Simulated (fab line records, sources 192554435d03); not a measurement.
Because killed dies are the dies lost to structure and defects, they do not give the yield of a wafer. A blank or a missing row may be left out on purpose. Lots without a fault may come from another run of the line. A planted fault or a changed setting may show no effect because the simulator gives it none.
Lot-split experiment -- flow n5-finfet -- 39 wafers read across 7 lots, on a route 1938 steps long

== ON THE SPLIT ==
At N5_BEOL_M10_ILD_DEP_00 (deposits SiCOH lowk from DEMS/porogen, target thk 308.51 nm, time 58 s), the setting time-s was moved away from the recipe's 58 s on 15 of the 39 wafers read, by -52.0% to +50.3%. This setting was run at the recipe's value on the other wafers.

== SPLIT TO READING: what lies between them in the file, 1 step ==
- N5_BEOL_M10_CURE_71: cures SiCOH lowk, time 240 s

== THE READING ==
M10_ILD_THK at N5_BEOL_M10_THK_MEAS_01, in nm. On this fab line, fault-free wafers typically give 266 nm with a standard deviation of 4.7 nm.

wafer,"tool, chamber at the split","time-s as run, s",against the recipe,"M10_ILD_THK, nm",against lot-mates on the recipe
L075.1,"pecvd-04, 2",43.5,-25.0%,202,-63
L075.2,"pecvd-04, 0",58,recipe,266,-
L075.3,"pecvd-04, 1",58,recipe,260,-
L075.4,"pecvd-04, 0",43.5,-25.0%,202,-63
L075.5,"pecvd-04, 1",43.5,-25.0%,198,-67
L075.6,"pecvd-04, 2",58,recipe,270,-
L076.1,"pecvd-01, 2",58,recipe,266,-
L076.2,"pecvd-01, 1",58,recipe,261,-
L076.3,"pecvd-01, 0",58,recipe,264,-
L076.4,"pecvd-01, 2",58,recipe,274,-
L076.5,"pecvd-01, 1",58,recipe,267,-
L076.6,"pecvd-01, 0",58,recipe,269,-
L080.2,"pecvd-01, 0",58,recipe,256,-
L080.3,"pecvd-01, 2",58,recipe,264,-
L080.5,"pecvd-01, 2",58,recipe,268,-
L079.1,"pecvd-01, 1",27.83,-52.0%,125,-140
L079.2,"pecvd-01, 2",58,recipe,266,-
L079.3,"pecvd-01, 0",27.83,-52.0%,125,-140
L079.4,"pecvd-01, 2",58,recipe,269,-
L079.5,"pecvd-01, 0",58,recipe,261,-
L079.6,"pecvd-01, 1",27.83,-52.0%,121,-144
L083.1,"pecvd-03, 2",58,recipe,262,-
L083.2,"pecvd-03, 1",42.79,-26.2%,200,-70
L083.3,"pecvd-03, 0",42.79,-26.2%,199,-71
L083.4,"pecvd-03, 0",58,recipe,273,-
L083.5,"pecvd-03, 2",42.79,-26.2%,196,-74
L083.6,"pecvd-03, 1",58,recipe,275,-
L087.1,"pecvd-04, 1",87.17,+50.3%,398,+128
L087.2,"pecvd-04, 2,1",58,recipe,269,-
L087.3,"pecvd-04, 0",87.17,+50.3%,401,+131
L087.4,"pecvd-04, 2,1",58,recipe,269,-
L087.5,"pecvd-04, 0",87.17,+50.3%,407,+137
L087.6,"pecvd-04, 2",58,recipe,273,-
L093.1,"pecvd-04, 1",30.45,-47.5%,137,-136
L093.2,"pecvd-04, 0",30.45,-47.5%,141,-132
L093.3,"pecvd-04, 2",30.45,-47.5%,146,-127
L093.4,"pecvd-04, 1",58,recipe,272,-
L093.5,"pecvd-04, 0",58,recipe,273,-
L093.6,"pecvd-04, 2",58,recipe,274,-
The file does not say which wafer passed through which chamber wherever a row lists several chambers: such a row stands for several wafers.

FIT RESULTS
A straight line over all 39 wafers: M10_ILD_THK changes by +2.69 nm for each +1% of time-s; r = +1.00; the points scatter about the line by 4.6 nm.
The same after taking each lot's own level away (the mean of its wafers on the recipe; 39 wafers): +2.69 nm for each +1%; r = +1.00; scatter 4 nm.
Per that fit: largest time-s move, reading shift of 1.4e+02 nm.
Measured against the standard deviation above, the lots' own levels, which go from 262.7 to 273.0 nm, span 2.2 times it.
So the lot-to-lot level changes the slope little: the two slopes agree.
Check: with one of the wafers moved furthest among these (-52.0%) left out of the fit, the line predicts -141 nm for it against its lot-mates. Against them it came out at -140 nm.

== THE OTHER SPLITS THESE WAFERS WENT THROUGH ==
Other splits were also applied to these wafers ahead of the reading. Each is held against what the fit with the lots' levels taken away leaves over:
other split on the same wafers,wafers away from the commonest value,r with M10_ILD_THK (lot level and that fit taken away)
N5_MOL_CONTACT_COAG_VIA_ETCH_46 target-depth-a,12,+0.06
N5_BEOL_M0_SAQP_ETCH_106 target-depth-a,12,-0.02
N5_BEOL_M6_ETCH_66 target-depth-a,15,-0.04

== THE WHOLE CHAIN: every reading that the file lists as answering this split, in the file's order ==
step,what it does,reading,change (the file's fit),r (the file's)
N5_BEOL_M10_ILD_DEP_00,"deposits SiCOH lowk from DEMS/porogen, target thk 308.51 nm, time 58 s","SiCOH_lowk_of_BEOL_M10_ILD_DEP_00.thk-nm (the simulator's own value, which no gauge read)",+3.06 nm for each +1% of the setting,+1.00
N5_BEOL_M10_CURE_71,"cures SiCOH lowk, time 240 s","SiCOH_lowk_of_BEOL_M10_ILD_DEP_00.thk-nm (the simulator's own value, which no gauge read)",+2.7 nm for each +1% of the setting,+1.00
N5_BEOL_M10_THK_MEAS_01,,M10_ILD_THK,+2.7 for each +1% of the setting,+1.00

== THE FILE'S OWN FIT ==
M10_ILD_THK changes by +2.7 nm for each +1% of time-s, r = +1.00.
